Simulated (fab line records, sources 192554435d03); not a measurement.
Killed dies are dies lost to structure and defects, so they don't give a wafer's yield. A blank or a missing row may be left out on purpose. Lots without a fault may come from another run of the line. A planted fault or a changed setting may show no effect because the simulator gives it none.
Chamber matching | flow n5_finfet | N5_BEOL_M8_VIA_ETCH_34 on rie_diel-06: 4 sister chambers
The step etches SiCOH lowk in C4F6/O2, target depth 125.5 nm, time 50.5 s. 4 wafers are shown with their chamber, then 7 later ones without.

WAFERS WITH THEIR CHAMBER
wafer  | chamber | drypump_motor_current_A (A)
L078.6 | 2       | 6.2
L084.2 | 3       | 6.4
L084.6 | 0       | 4.9
L087.5 | 1       | 5.9

WAFERS WITHOUT THEIR CHAMBER
wafer  | drypump_motor_current_A (A)
L087.6 | 6.2
L089.1 | 5.9
L089.4 | 6.5
L089.5 | 5.9
L097.3 | 4.9
L097.5 | 6.5
L097.6 | 6.2

WHICH CHAMBER EACH WENT THROUGH
wafer  | from the rows above | in truth
L087.6 | 2                   | 2
L089.1 | 1                   | 1
L089.4 | 3                   | 3
L089.5 | 1                   | 1
L097.3 | 0                   | 0
L097.5 | 3                   | 3
L097.6 | 2                   | 2
Placed correctly: 7 of 7. Can't be placed from these rows: 0. Placed wrongly: 0.
How it was worked out, from the rows above alone: a wafer's distance from a chamber is the root of the sum, over the readings, of the square of ((its reading less the chamber's mean) divided by the reading's scatter). The wafer belongs to the nearest chamber; if the next one is less than 2 further off, it can't be placed. A chamber's mean is the mean of its shown wafers. The scatter: with one shown wafer a chamber, the root of the mean of the squares of how far each hidden wafer lies from its nearest shown one.
